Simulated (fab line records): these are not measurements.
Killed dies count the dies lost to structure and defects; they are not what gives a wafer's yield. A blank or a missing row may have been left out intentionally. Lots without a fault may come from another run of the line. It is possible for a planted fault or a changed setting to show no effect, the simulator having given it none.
fab line records	flow n5-finfet
record: lots: 12	wafers: 36	last-day: 20
route steps=1938 shown BEOL_M14@1736 PASSIVATION@1936
lots with no fault: from the same line, run without faults
start-h: start of the lot's first displayed wafer, in hours after the record's first day	wait-h: hours since the lot's step before	" as in the row above	L1.1+2: one row covering several wafers at once	- value missing, or start not given	* or withheld: withheld	< > ~ a bound
route shown NAME@n: NAME is a module with steps in the file, n the number in the route of the first one	usual: the fault-free wafers' mean and standard deviation	same: alike in all rows	chamber/n: place in a boat	sites: the reading at each site	_std_site: how widely they spread, as a standard deviation	_edge_site: mean of outer sites minus mean of inner sites	radius-mm: for every site, how far away it sits from the centre of the wafer	mask NAME#n: copy n	behind: tool/chamber where the wafer was last shaped	hold: why the lot went on hold/how many hours it stayed there/how the hold came to an end	device: transistor that didn't switch, given as n, p or np	end of line: tests run on the same wafers once the route is complete	a step with no rows: only its recipe	killed: the dies lost at the first sort to structure and to defects; this is not the yield of the wafer	map: per-die view of a wafer (x killed, . not killed, _ where there is no die)
set.NAME: the run value of the setting; set.NAME@STEP: its run value at that earlier step	model.NAME: the simulator's own value behind a step, which no gauge read
route steps across a sampled set of lots; one table per step, one row per wafer
services: when a tool's chamber went out of use (start-h, in hours from the record's first day, below 0 if earlier), for how many hours, and the reason
== steps ==
step: N5_BEOL_M14_CD_MEAS_17
recipe: target-cd-nm: 250	polarity: opening
usual: cd-nm: 251.2/1.5
lot.wafer	tool	chamber	start-h	wait-h	cd-nm
L584.1	cd-sem-03	-	285.98	0.0	253.7
L584.5	"	-	"	"	252.6
L584.6	"	-	"	"	253.2
L585.1	cd-sem-02	-	317.93	0.0	249.8
L585.3	"	-	"	"	251.1
L585.4	"	-	"	"	249.0
L586.2	cd-sem-03	-	328.46	0.0	248.3
L586.5	"	-	"	"	251.0
L586.6	"	-	"	"	250.8
L587.2	cd-sem-02	-	329.04	0.0	249.3
L587.3	"	-	"	"	249.2
L587.6	"	-	"	"	249.8
L588.1	cd-sem-03	-	352.08	0.0	249.5
L588.5	"	-	"	"	252.4
L588.6	"	-	"	"	251.1
L590.4	cd-sem-02	-	361.64	0.0	251.8
L590.5	"	-	"	"	252.5
L590.6	"	-	"	"	253.1
L589.1	cd-sem-02	-	382.81	0.0	254.4
L589.4	"	-	"	"	254.9
L589.6	"	-	"	"	255.6
L595.3	cd-sem-01	-	403.61	0.0	250.9
L595.4	"	-	"	"	251.7
L595.5	"	-	"	"	252.0
L598.2	cd-sem-01	-	404.07	0.0	253.8
L598.3	"	-	"	"	252.5
L598.5	"	-	"	"	253.4
L601.3	cd-sem-02	-	407.16	0.0	250.9
L601.5	"	-	"	"	252.0
L601.6	"	-	"	"	250.4
L603.2	cd-sem-01	-	426.09	0.0	249.6
L603.3	"	-	"	"	252.1
L603.6	"	-	"	"	250.7
L605.1	cd-sem-01	-	455.70	0.0	252.7
L605.2	"	-	"	"	250.3
L605.4	"	-	"	"	249.9
step: N5_BEOL_M14_EXPOSE_25
recipe: mask-id: M14	na: 0.8	source-shape: annular	sigma-inner: 0.5	sigma-outer: 0.8	polarization: unpolarized	target-cd-nm: 280	dose-mj: 26.6
usual: reticle-temp-C: 23.01/0.089
lot.wafer	tool	chamber	start-h	wait-h	mask	reticle-temp-C
L584.1	krf-scanner-01	0	286.14	-	M14#0	23.14
L584.5	"	0	"	"	M14#0	23.14
L584.6	"	0	"	"	M14#0	23.18
L585.1	krf-scanner-01	0	318.21	-	M14#0	23.06
L585.3	"	0	"	"	M14#0	23.00
L585.4	"	0	"	"	M14#0	23.12
L586.2	krf-scanner-01	0	329.33	-	M14#0	23.01
L586.5	"	0	"	"	M14#0	23.06
L586.6	"	0	"	"	M14#0	23.08
L587.2	krf-scanner-01	0	329.36	-	M14#0	22.93
L587.3	"	0	"	"	M14#0	22.95
L587.6	"	0	"	"	M14#0	23.00
L588.1	krf-scanner-02	0	352.23	-	M14#0	23.02
L588.5	"	0	"	"	M14#0	23.07
L588.6	"	0	"	"	M14#0	23.05
L590.4	krf-scanner-02	0	361.81	-	M14#0	22.90
L590.5	"	0	"	"	M14#0	22.94
L590.6	"	0	"	"	M14#0	23.06
L589.1	krf-scanner-02	0	382.97	-	M14#0	22.88
L589.4	"	0	"	"	M14#0	22.90
L589.6	"	0	"	"	M14#0	23.01
L595.3	krf-scanner-01	0	403.90	-	M14#0	23.05
L595.4	"	0	"	"	M14#0	22.95
L595.5	"	0	"	"	M14#0	22.82
L598.2	krf-scanner-02	0	404.35	-	M14#0	22.95
L598.3	"	0	"	"	M14#0	22.97
L598.5	"	0	"	"	M14#0	22.96
L601.3	krf-scanner-02	0	407.35	-	M14#0	22.85
L601.5	"	0	"	"	M14#0	23.12
L601.6	"	0	"	"	M14#0	23.00
L603.2	krf-scanner-01	0	426.25	-	M14#0	23.04
L603.3	"	0	"	"	M14#0	23.00
L603.6	"	0	"	"	M14#0	23.01
L605.1	krf-scanner-01	0	455.98	-	M14#0	22.88
L605.2	"	0	"	"	M14#0	23.07
L605.4	"	0	"	"	M14#0	23.13
step: N5_BEOL_M14_CD_MEAS_28
recipe: target-cd-nm: 284.4	landing-energy-ev: 500	detector: se-inlens
usual: cd-nm: 284.7/1.1
lot.wafer	tool	chamber	start-h	wait-h	cd-nm
L584.1	cd-sem-01	0	286.31	-	284.0
L584.5	"	0	"	"	282.5
L584.6	"	0	"	"	282.6
L585.1	cd-sem-02	0	318.38	-	284.7
L585.3	"	0	"	"	285.2
L585.4	"	0	"	"	283.9
L586.2	cd-sem-02	0	329.50	-	284.2
L586.5	"	0	"	"	284.5
L586.6	"	0	"	"	286.5
L587.2	cd-sem-01	0	329.53	-	285.3
L587.3	"	0	"	"	284.2
L587.6	"	0	"	"	283.4
L588.1	cd-sem-01	0	352.41	-	283.1
L588.5	"	0	"	"	285.5
L588.6	"	0	"	"	285.4
L590.4	cd-sem-01	0	361.97	-	285.5
L590.5	"	0	"	"	284.5
L590.6	"	0	"	"	285.4
L589.1	cd-sem-02	0	383.14	-	284.1
L589.4	"	0	"	"	285.1
L589.6	"	0	"	"	285.1
L595.3	cd-sem-03	0	404.07	-	283.7
L595.4	"	0	"	"	284.6
L595.5	"	0	"	"	286.0
L598.2	cd-sem-02	0	404.52	-	284.5
L598.3	"	0	"	"	284.5
L598.5	"	0	"	"	283.5
L601.3	cd-sem-02	0	407.52	-	286.1
L601.5	"	0	"	"	286.4
L601.6	"	0	"	"	287.5
L603.2	cd-sem-02	0	426.42	-	283.6
L603.3	"	0	"	"	283.5
L603.6	"	0	"	"	284.7
L605.1	cd-sem-03	0	456.15	-	284.8
L605.2	"	0	"	"	287.0
L605.4	"	0	"	"	284.5
step: N5_BEOL_M14_OVL_MEAS_29
recipe: points-per-wafer: 44
usual: M14_OVL: 0/4.1
lot.wafer	tool	chamber	start-h	wait-h	M14_OVL[nm]
L584.1	overlay-01	0	286.34	0.0	-7
L584.5	"	0	"	"	-4
L584.6	"	0	"	"	0
L585.1	overlay-02	0	318.41	0.0	3
L585.3	"	0	"	"	3
L585.4	"	0	"	"	2
L586.2	overlay-02	0	329.52	0.0	6
L586.5	"	0	"	"	-1
L586.6	"	0	"	"	-3
L587.2	overlay-01	0	329.56	0.0	2
L587.3	"	0	"	"	1
L587.6	"	0	"	"	-2
L588.1	overlay-01	0	352.44	0.0	7
L588.5	"	0	"	"	2
L588.6	"	0	"	"	-6
L590.4	overlay-02	0	362.00	0.0	-3
L590.5	"	0	"	"	-6
L590.6	"	0	"	"	5
L589.1	overlay-01	0	383.17	0.0	-1
L589.4	"	0	"	"	8
L589.6	"	0	"	"	1
L595.3	overlay-01	0	404.09	0.0	1
L595.4	"	0	"	"	2
L595.5	"	0	"	"	3
L598.2	overlay-01	0	404.55	0.0	27
L598.3	"	0	"	"	32
L598.5	"	0	"	"	28
L601.3	overlay-02	0	407.55	0.0	30
L601.5	"	0	"	"	31
L601.6	"	0	"	"	28
L603.2	overlay-01	0	426.45	0.0	5
L603.3	"	0	"	"	10
L603.6	"	0	"	"	3
L605.1	overlay-02	0	456.18	0.0	-4
L605.2	"	0	"	"	4
L605.4	"	0	"	"	-1
step: N5_BEOL_M14_OCD_MEAS_35
usual: trench-depth-nm: 561/9.4
lot.wafer	tool	chamber	start-h	wait-h	trench-depth-nm
L584.1	ocd-02	-	287.37	0.0	559
L584.5	"	-	"	"	559
L584.6	"	-	"	"	558
L585.1	ocd-02	-	319.08	0.0	564
L585.3	"	-	"	"	552
L585.4	"	-	"	"	553
L586.2	ocd-01	-	330.19	0.0	557
L586.5	"	-	"	"	568
L586.6	"	-	"	"	559
L587.2	ocd-02	-	330.23	0.0	567
L587.3	"	-	"	"	558
L587.6	"	-	"	"	569
L588.1	ocd-01	-	353.43	0.0	553
L588.5	"	-	"	"	555
L588.6	"	-	"	"	566
L590.4	ocd-02	-	362.67	0.0	576
L590.5	"	-	"	"	562
L590.6	"	-	"	"	578
L589.1	ocd-02	-	384.00	0.0	578
L589.4	"	-	"	"	572
L589.6	"	-	"	"	574
L595.3	ocd-01	-	404.77	0.0	544
L595.4	"	-	"	"	548
L595.5	"	-	"	"	546
L598.2	ocd-02	-	405.24	0.0	572
L598.3	"	-	"	"	560
L598.5	"	-	"	"	571
L601.3	ocd-01	-	408.46	0.0	550
L601.5	"	-	"	"	552
L601.6	"	-	"	"	567
L603.2	ocd-01	-	427.12	0.0	573
L603.3	"	-	"	"	578
L603.6	"	-	"	"	559
L605.1	ocd-01	-	456.86	0.0	549
L605.2	"	-	"	"	550
L605.4	"	-	"	"	567
step: N5_PASSIVATION_PROBE_49
usual: defect-limited-yield: 91.2/1.4	killed_at_M0_to_M3: 36/11	killed_at_M4_up: 14/5.6	killed-at-contacts: 12/5.9	killed-at-front-end: 38/13	killed-at-other: 3.5/2.7	killed-dies: 104/17	killed-open: 68/12	killed-short: 34/8.2	sort_bin_5_function: 5.1/0.95	sort_bin_6_memory: 3.3/0.7	sort-n-pass: 1076/17	sort-yield-pct: 91.2/1.4
same: gross-dies: 1180	killed-at-back-side: 0	sort_bin_4_leakage[%]: 0	sort_bin_8_speed[%]: 0
lot.wafer	tool	chamber	start-h	wait-h	defect-limited-yield[%]	killed_at_M0_to_M3	killed_at_M4_up	killed-at-contacts	killed-at-front-end	killed-at-other	killed-dies	killed-open	killed-short	sort_bin_5_function[%]	sort_bin_6_memory[%]	sort-n-pass	sort-yield-pct[%]
L588.1	prober-01	-	377.30	0.0	91.0	37	15	15	30	9	106	63	36	4.2	3.7	1074	91.0
L588.5	prober-01	-	377.50	0.2	92.5	37	13	19	18	1	88	60	26	4.8	2.4	1092	92.5
L588.6	prober-01	-	377.55	0.3	92.3	32	9	10	35	5	91	60	30	4.2	3.2	1089	92.3
L598.2	prober-02	-	432.71	0.1	88.3	48	18	9	57	6	138	73	62	6.5	4.5	1042	88.3
L598.3	prober-02	-	432.76	0.1	90.5	47	12	16	29	8	112	75	34	5.9	3.2	1068	90.5
L598.5	prober-02	-	432.86	0.2	91.1	37	13	18	31	6	105	69	35	4.9	3.6	1075	91.1
killed by level:class
L588.1 MOL_CONTACT_COAG:geometric-particle:open=10 BEOL_M0_SAQP:geometric-particle:short=10 BEOL_M2:geometric-particle:open=8 BEOL_M1:geometric-particle:open=7 FIN_SAQP:geometric-particle:open=5 MOL_CONTACT_COAG:geometric-particle:short=5 BEOL_M0_SAQP:geometric-particle:open=5 HKMG_FIN:area-etch=5
L588.5 MOL_CONTACT_COAG:geometric-particle:open=14 BEOL_M1:geometric-particle:open=11 BEOL_M4:geometric-particle:open=7 BEOL_M0_SAQP:geometric-particle:open=6 BEOL_M0_SAQP:geometric-particle:short=6 BEOL_M1:geometric-particle:short=6 STI_FIN_REVEAL:geometric-particle:open=5 MOL_CONTACT_COAG:geometric-particle:short=5
L588.6 STI_FIN_REVEAL:geometric-particle:open=10 BEOL_M2:geometric-particle:open=9 MOL_CONTACT_COAG:geometric-particle:open=8 BEOL_M1:geometric-particle:open=6 BEOL_M0_SAQP:geometric-particle:short=5 FIN_SAQP:geometric-particle:short=4 BEOL_M3:geometric-particle:open=4 FIN_SAQP:geometric-particle:open=3
L598.2 FIN_SAQP:geometric-particle:short=20 STI_FIN_REVEAL:geometric-particle:open=15 BEOL_M0_SAQP:geometric-particle:open=13 BEOL_M1:geometric-particle:open=11 BEOL_M0_SAQP:geometric-particle:short=8 BEOL_M1:geometric-particle:short=7 MOL_CONTACT_COAG:geometric-particle:short=6 ILD0:geometric-particle:short=6
L598.3 MOL_CONTACT_COAG:geometric-particle:open=13 BEOL_M1:geometric-particle:open=10 BEOL_M2:geometric-particle:open=10 BEOL_M0_SAQP:geometric-particle:short=9 FIN_SAQP:geometric-particle:open=8 BEOL_M0_SAQP:geometric-particle:open=7 BEOL_M3:geometric-particle:open=6 DUMMY_GATE:geometric-particle:open=5
L598.5 MOL_CONTACT_COAG:geometric-particle:open=13 BEOL_M0_SAQP:geometric-particle:short=9 BEOL_M1:geometric-particle:open=8 FIN_SAQP:geometric-particle:open=7 BEOL_M0_SAQP:geometric-particle:open=7 DUMMY_GATE:geometric-particle:open=6 MOL_CONTACT_COAG:geometric-particle:short=5 BEOL_M2:geometric-particle:open=5
== services ==
tool	chamber	start-h	hours	kind
krf-scanner-01	-	281.60	1.1	repair
krf-scanner-01	-	294.14	1.0	pm
krf-scanner-02	-	328.62	1.3	pm
krf-scanner-01	-	344.45	1.3	pm
krf-scanner-01	-	346.17	8.2	repair
krf-scanner-02	0	353.59	-	calibration
krf-scanner-01	-	394.57	0.8	pm
krf-scanner-02	-	406.07	1.0	pm
krf-scanner-01	0	423.34	-	calibration
== key ==
first-sign: step: N5_BEOL_M14_OVL_MEAS_29	reading: M14_OVL	direction: up	sigmas: 7.1	usual: 0	struck: 29
effect none on later readings
met-at N5_BEOL_M14_EXPOSE_25
struck-lots L598,L601
not-acting-at N5_BEOL_M14_CD_MEAS_17,N5_BEOL_M14_CD_MEAS_28,N5_BEOL_M14_OCD_MEAS_35
onset-between 382.97 404.35
fault: kind: scanner-matching-overlay	tool: krf-scanner-02	chamber: -	onset-h: 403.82	steps: N5_BEOL_M14_EXPOSE_25	offset: 26.277
